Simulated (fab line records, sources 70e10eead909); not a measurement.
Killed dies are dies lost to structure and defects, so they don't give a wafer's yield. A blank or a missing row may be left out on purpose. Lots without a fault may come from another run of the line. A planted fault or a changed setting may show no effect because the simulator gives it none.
fab line records | flow nand_harc
record lots=13 wafers=39 last_day=32
route steps=1302 shown P_GATE@216 P_CONTACT@219 END@1302
lots that met no fault: from a run of the same line without faults
start_h: hours from the record's first day to the start of the lot's first wafer shown | wait_h: hours since the lot's step before | " the same as in the row above | L1.1+2: a row that stands for several wafers | - no value, or no start given | * or withheld: withheld | < > ~ a bound
route shown NAME@n: a module of which the file shows steps, and the number in the route of the first | usual: mean/standard deviation of fault-free wafers | same: alike in all rows | chamber/n: place in a boat | sites: the reading at each site | _std_site: their standard deviation | _edge_site: outer sites' mean less inner sites' | radius_mm: how far each site lies from the wafer's centre | mask NAME#n: copy n | behind: the tool/chamber that last shaped the wafer | hold: why the lot was held/for how many hours/how that ended | device: the transistor (n, p or np) that didn't switch | end of line: the same wafers' tests at the end of the route | a step without rows: its recipe alone | killed: dies lost to structure and defects at the first sort, not the wafer's yield | map: a wafer's dies, x killed, . not, _ none there
set.NAME: the setting as run; set.NAME@STEP: as run at that earlier step | model.NAME: the simulator's own value behind a step, which no gauge read
steps of the route over a sample of lots; a table a step, a row a wafer
services: from which hour (start_h, from the record's first day; less than 0 if before it) a tool's chamber was out of use, for how many hours, and why
## steps
# step NHARC_P_GATE_INSPECT_68
# usual raw_defect_count=221/85
# columns lot.wafer tool chamber start_h wait_h raw_defect_count
L607.1 defect_inspect-01 - 130.56 0.2 336
L607.2 " - " " 109
L607.5 " - " " 352
L608.1 defect_inspect-01 - 144.62 0.2 160
L608.4 " - " " 154
L608.6 " - " " 159
L609.4 defect_inspect-01 - 145.33 0.1 256
L609.5 " - " " 263
L609.6 " - " " 271
L610.1 defect_inspect-01 - 159.88 0.2 175
L610.2 " - " " 114
L610.5 " - " " 162
L612.1 defect_inspect-01 - 177.38 0.2 229
L612.4 " - " " 154
L612.6 " - " " 151
L613.1 defect_inspect-01 - 194.33 0.2 182
L613.3 " - " " 121
L613.5 " - " " 189
L614.1 defect_inspect-01 - 195.06 0.2 389
L614.2 " - " " 264
L614.4 " - " " 222
L616.3 defect_inspect-01 - 211.33 0.1 259
L616.5 " - " " 158
L616.6 " - " " 239
L615.2 defect_inspect-02 - 211.96 0.1 157
L615.3 " - " " 436
L615.5 " - " " 229
L623.2 defect_inspect-02 - 289.50 0.1 227
L623.5 " - " " 288
L623.6 " - " " 386
L624.1 defect_inspect-02 - 294.28 0.2 263
L624.4 " - " " 227
L624.5 " - " " 214
L625.1 defect_inspect-02 - 315.82 0.2 174
L625.5 " - " " 113
L625.6 " - " " 156
L626.2 defect_inspect-01 - 322.11 0.1 260
L626.3 " - " " 159
L626.5 " - " " 134
# step NHARC_P_CONTACT_CMP_01
# recipe target_thk_nm=200 material=SiO2
# usual motor_current_A=11.8/0.82
# columns lot.wafer tool chamber start_h wait_h motor_current_A
L607.2 cmp-02 1 131.39 - 12.2
L607.1 " 2 " " 11.0
L607.5 " 0 " " 12.1
L608.1 cmp-02 1 145.39 - 12.5
L608.4 " 3 " " 12.5
L608.6 " 1 " " 12.6
L609.4 cmp-01 1 146.10 - 11.3
L609.6 " 1 " " 11.1
L609.5 " 2 " " 10.5
L610.2 cmp-02 3 160.68 - 13.2
L610.1 " 0 " " 11.9
L610.5 " 3 " " 12.1
L612.4 cmp-01 3 178.16 - 12.3
L612.1 " 2 " " 11.2
L612.6 " 0 " " 11.9
L613.3 cmp-01 2 195.14 - 11.2
L613.1 " 3 " " 12.1
L613.5 " 1 " " 11.2
L614.1 cmp-02 3 195.84 - 12.3
L614.4 " 1 " " 12.3
L614.2 " 2 " " 10.6
L616.3 cmp-01 0 212.19 - 12.0
L616.5 " 1 " " 11.4
L616.6 " 2 " " 11.2
L615.3 cmp-01 2 212.74 - 10.6
L615.2 " 1 " " 10.7
L615.5 " 3 " " 13.1
L623.2 cmp-03 0 290.33 - 12.8
L623.6 " 2 " " 10.3
L623.5 " 3 " " 12.9
L624.4 cmp-01 0 295.06 - 11.9
L624.1 " 2 " " 11.3
L624.5 " 0 " " 12.2
L625.1 cmp-01 3 316.67 - 11.8
L625.5 " 0 " " 11.7
L625.6 " 1 " " 11.2
L626.2 cmp-02 1 322.89 - 12.6
L626.3 " 3 " " 13.2
L626.5 " 2 " " 11.1
# step NHARC_P_CONTACT_SOFTBAKE_07
# recipe temp_c=105 time_s=55
# usual chill_plate_temp_C=22.98/0.11 heater_power_total_W=188.45/0.14 plate_temp_C=104.98/0.13
# columns lot.wafer tool chamber start_h wait_h chill_plate_temp_C heater_power_total_W plate_temp_C
L607.1 litho_track-04 0 131 - 22.85 188.54 105.05
L607.2 " 0 " " 22.69 188.49 105.06
L607.5 " 0 " " 23.00 188.42 104.97
L608.1 litho_track-06 0 145 - 23.00 188.70 105.01
L608.4 " 0 " " 22.90 188.28 105.02
L608.6 " 0 " " 22.82 188.51 104.90
L609.4 litho_track-01 0 146 - 22.91 188.52 105.06
L609.5 " 0 " " 22.97 188.45 104.94
L609.6 " 0 " " 23.03 188.46 105.05
L610.1 litho_track-06 0 161 - 23.11 188.41 105.06
L610.2 " 0 " " 23.07 188.31 104.82
L610.5 " 0 " " 23.23 188.69 104.82
L612.1 litho_track-01 0 178 - 23.07 188.30 105.14
L612.4 " 0 " " 22.94 188.46 105.12
L612.6 " 0 " " 22.83 188.40 105.07
L613.1 litho_track-01 0 195 - 22.83 188.26 104.72
L613.3 " 0 " " 22.84 188.43 104.92
L613.5 " 0 " " 22.80 188.70 104.98
L614.1 litho_track-01 0 196 - 22.98 222.95 -
L614.2 " 0 " " 23.01 222.49 -
L614.4 " 0 " " 23.03 222.66 -
L616.3 litho_track-01 0 212 - 23.01 222.53 -
L616.5 " 0 " " 23.05 222.47 -
L616.6 " 0 " " 23.00 222.60 -
L615.2 litho_track-06 0 213 - 22.92 188.37 104.99
L615.3 " 0 " " 23.08 188.43 104.81
L615.5 " 0 " " 23.00 188.27 104.85
L623.2 litho_track-01 0 290 - 23.09 188.45 104.83
L623.5 " 0 " " 23.03 188.47 105.20
L623.6 " 0 " " 23.09 188.40 105.01
L624.1 litho_track-06 0 295 - 23.07 188.32 104.89
L624.4 " 0 " " 23.17 188.35 105.03
L624.5 " 0 " " 23.07 188.67 104.77
L625.1 litho_track-06 0 316 - 23.08 188.54 104.86
L625.5 " 0 " " 23.03 188.34 105.10
L625.6 " 0 " " 23.03 188.41 105.05
L626.2 litho_track-01 0 323 - 22.94 188.29 104.84
L626.3 " 0 " " 22.93 188.72 104.75
L626.5 " 0 " " 23.03 188.58 104.88
# step NHARC_P_CONTACT_OVL_MEAS_13
# usual overlay_x_nm=0.0/0.79 overlay_y_nm=-0.1/0.77
# columns lot.wafer tool chamber start_h wait_h overlay_x_nm overlay_y_nm
L607.1 overlay-01 - 132.26 - 0.8 -0.3
L607.2 " - " " 0.5 -0.3
L607.5 " - " " 0.3 -0.1
L608.1 overlay-01 - 146.31 - 0.7 1.4
L608.4 " - " " 0.5 1.0
L608.6 " - " " 0.7 1.3
L609.4 overlay-01 - 147.02 - 1.0 -2.0
L609.5 " - " " 1.7 -1.4
L609.6 " - " " 1.9 -1.8
L610.1 overlay-02 - 161.58 - -0.1 0.7
L610.2 " - " " 0.0 0.8
L610.5 " - " " -0.3 0.7
L612.1 overlay-02 - 178.97 - 0.1 -0.7
L612.4 " - " " 0.9 -0.3
L612.6 " - " " 0.3 -0.1
L613.1 overlay-02 - 196.02 - -0.2 0.9
L613.3 " - " " -0.5 1.1
L613.5 " - " " -0.4 1.2
L614.1 overlay-02 - 196.76 - -0.2 -0.7
L614.2 " - " " 0.1 -0.6
L614.4 " - " " 0.2 -1.0
L616.3 overlay-01 - 212.91 - 1.1 -0.6
L616.5 " - " " 0.8 -0.1
L616.6 " - " " 0.8 -0.6
L615.2 overlay-02 - 213.53 - 0.6 -1.3
L615.3 " - " " 0.2 -1.3
L615.5 " - " " -0.1 -1.5
L623.2 overlay-01 - 291.07 - 0.4 0.1
L623.5 " - " " 0.3 0.5
L623.6 " - " " 0.4 0.1
L624.1 overlay-01 - 295.99 - 0.7 -0.7
L624.4 " - " " 1.0 -1.7
L624.5 " - " " 0.6 -1.8
L625.1 overlay-02 - 317.39 - -1.4 0.1
L625.5 " - " " -1.2 -0.4
L625.6 " - " " -1.3 0.0
L626.2 overlay-02 - 323.81 - -0.6 0.3
L626.3 " - " " -0.1 0.3
L626.5 " - " " -0.7 0.5
# step NHARC_END_SORT_01
# recipe temp_c=25
# usual killed_at_array=59/20 killed_at_other=0.8/1 killed_at_periphery=3.2/2.1 killed_dies=63/21 killed_open=3.0/1.9 killed_short=2.3/1.5
# same gross_dies=677
# columns lot.wafer tool chamber start_h wait_h killed_at_array killed_at_other killed_at_periphery killed_dies killed_open killed_short
L608.1 prober-01 0 597.57 2.5 81 4 0 85 5 5
L608.4 prober-01 0 599.98 3.4 82 5 2 89 6 3
L608.6 prober-01 0 601.58 4.0 78 2 2 82 3 2
L612.1 prober-01 0 637.49 2.5 59 0 2 61 3 2
L612.4 prober-01 0 639.88 3.4 68 0 1 69 1 1
L612.6 prober-01 0 641.47 4.0 74 0 3 77 3 4
L615.2 prober-02 0 663.45 2.8 78 3 4 85 4 2
L615.3 prober-02 0 664.26 3.1 84 0 1 85 2 2
L615.5 prober-02 0 665.87 3.7 72 1 4 77 5 7
# killed by level:class
L608.1 A_CHANNEL_HOLE_D1:chamber_film_flake=28 A_SLIT:chamber_film_flake=25 A_CHANNEL_HOLE_D2:chamber_film_flake=9 A_CONTACT:chamber_film_flake=5 THIN_TSV:chamber_film_flake=3 A_CHANNEL_FILL_D2:chamber_film_flake=2 A_STAIRCASE:chamber_film_flake=2 A_ONON_D1:geometric_particle:open=1
L608.4 A_CHANNEL_HOLE_D1:chamber_film_flake=32 A_SLIT:chamber_film_flake=26 A_CHANNEL_HOLE_D2:chamber_film_flake=10 THIN_TSV:chamber_film_flake=5 A_WL_FILL:chamber_film_flake=3 A_CHANNEL_FILL_D2:geometric_particle:short=2 A_STAIRCASE:chamber_film_flake=2 P_M1:geometric_particle:open=1
L608.6 A_CHANNEL_HOLE_D1:chamber_film_flake=31 A_SLIT:chamber_film_flake=27 A_CHANNEL_HOLE_D2:chamber_film_flake=9 A_STAIRCASE:chamber_film_flake=3 THIN_TSV:chamber_film_flake=2 A_ONON_D1:geometric_particle:open=1 A_CHANNEL_FILL_D1:geometric_particle:short=1 A_DECK1_JOINT:geometric_particle:short=1
L612.1 A_SLIT:chamber_film_flake=28 A_CHANNEL_HOLE_D2:chamber_film_flake=9 A_CONTACT:chamber_film_flake=4 A_CHANNEL_HOLE_D1:chamber_film_flake=3 A_DECK1_JOINT:chamber_film_flake=3 A_SGD_CUT:chamber_film_flake=3 A_STAIRCASE:chamber_film_flake=2 A_WL_FILL:chamber_film_flake=2
L612.4 A_SLIT:chamber_film_flake=37 A_CHANNEL_HOLE_D2:chamber_film_flake=14 A_CONTACT:chamber_film_flake=6 A_DECK1_JOINT:chamber_film_flake=3 A_WL_FILL:chamber_film_flake=2 A_BLC:geometric_particle:open=1 A_M0:geometric_particle:short=1 P_GATE:chamber_film_flake=1
L612.6 A_SLIT:chamber_film_flake=37 A_CONTACT:chamber_film_flake=13 A_CHANNEL_HOLE_D2:chamber_film_flake=10 A_STAIRCASE:chamber_film_flake=4 A_ONON_D2:geometric_particle:short=2 A_CHANNEL_HOLE_D1:chamber_film_flake=2 P_CONTACT:geometric_particle:open=1 P_M0:geometric_particle:open=1
L615.2 A_SLIT:chamber_film_flake=34 A_CHANNEL_HOLE_D1:chamber_film_flake=26 A_CHANNEL_HOLE_D2:chamber_film_flake=10 P_M2:chamber_film_flake=2 A_STAIRCASE:chamber_film_flake=2 THIN_TSV:chamber_film_flake=2 P_CONTACT:geometric_particle:open=1 P_M0:geometric_particle:open=1
L615.3 A_SLIT:chamber_film_flake=33 A_CHANNEL_HOLE_D1:chamber_film_flake=32 A_CHANNEL_HOLE_D2:chamber_film_flake=10 A_CHANNEL_FILL_D1:geometric_particle:short=2 A_STAIRCASE:chamber_film_flake=2 A_CONTACT:chamber_film_flake=2 A_CHANNEL_FILL_D1:geometric_particle:open=1 A_DECK1_JOINT:geometric_particle:open=1
L615.5 A_SLIT:chamber_film_flake=31 A_CHANNEL_HOLE_D1:chamber_film_flake=14 A_CHANNEL_HOLE_D2:chamber_film_flake=7 A_STAIRCASE:chamber_film_flake=5 A_CONTACT:chamber_film_flake=4 A_CHANNEL_FILL_D1:geometric_particle:short=3 P_M2:chamber_film_flake=2 P_GATE:geometric_particle:short=1
## services
# columns tool chamber start_h hours kind
cmp-03 - 126.32 1.5 repair
cmp-01 - 130.18 1.8 repair
cmp-02 - 134.50 4.0 pm
cmp-03 - 148.25 2.8 repair
litho_track-01 - 155.00 7.0 pm
cmp-03 - 162.00 4.0 pm
cmp-03 - 176.68 0.5 repair
litho_track-06 - 179.00 7.0 pm
cmp-03 - 182.11 1.8 repair
cmp-01 - 185.50 4.0 pm
cmp-02 - 186.69 2.6 repair
cmp-01 - 189.50 - consumable_replace:conditioner
cmp-01 - 189.50 - consumable_replace:pad
cmp-01 - 190.25 1.1 repair
cmp-01 - 195.74 0.4 repair
litho_track-04 - 203.00 7.0 pm
cmp-02 - 232.50 4.0 pm
cmp-01 - 249.89 5.4 repair
cmp-03 - 260.00 4.0 pm
cmp-03 - 269.76 1.7 repair
cmp-01 - 283.50 4.0 pm
cmp-01 - 287.50 - consumable_replace:conditioner
cmp-01 - 287.50 - consumable_replace:pad
cmp-01 - 309.13 5.1 repair
## key
first_sign step=NHARC_P_CONTACT_SOFTBAKE_07 reading=heater_power_total_W direction=up sigmas=99+ usual=* struck=*
effect none on later readings
met_at NHARC_P_CONTACT_SOFTBAKE_07
struck_lots L614,L616
tester_left_out L614,L616
loop_trim step=NHARC_P_CONTACT_EXPOSE_09 setting=dose lots=L616
not_acting_at NHARC_P_GATE_INSPECT_68,NHARC_P_CONTACT_CMP_01,NHARC_P_CONTACT_OVL_MEAS_13
onset_between 195 196
fault kind=process_parameter_drift tool=litho_track-01 chamber=- onset_h=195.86 steps=NHARC_P_CONTACT_SOFTBAKE_07 channel=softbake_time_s offset=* shape=step end_h=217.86 acts_in=* stated=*
# tester_left_out: of these lots the tester's yield and bins aren't shown, on N5 and GAA mostly nor the transistor test; their killed dies are dies lost to structure and defects alone, not to doping, threshold or leakage, so they don't give the yield
# loop_trim: a control loop set the setting to another value than it would have without faults
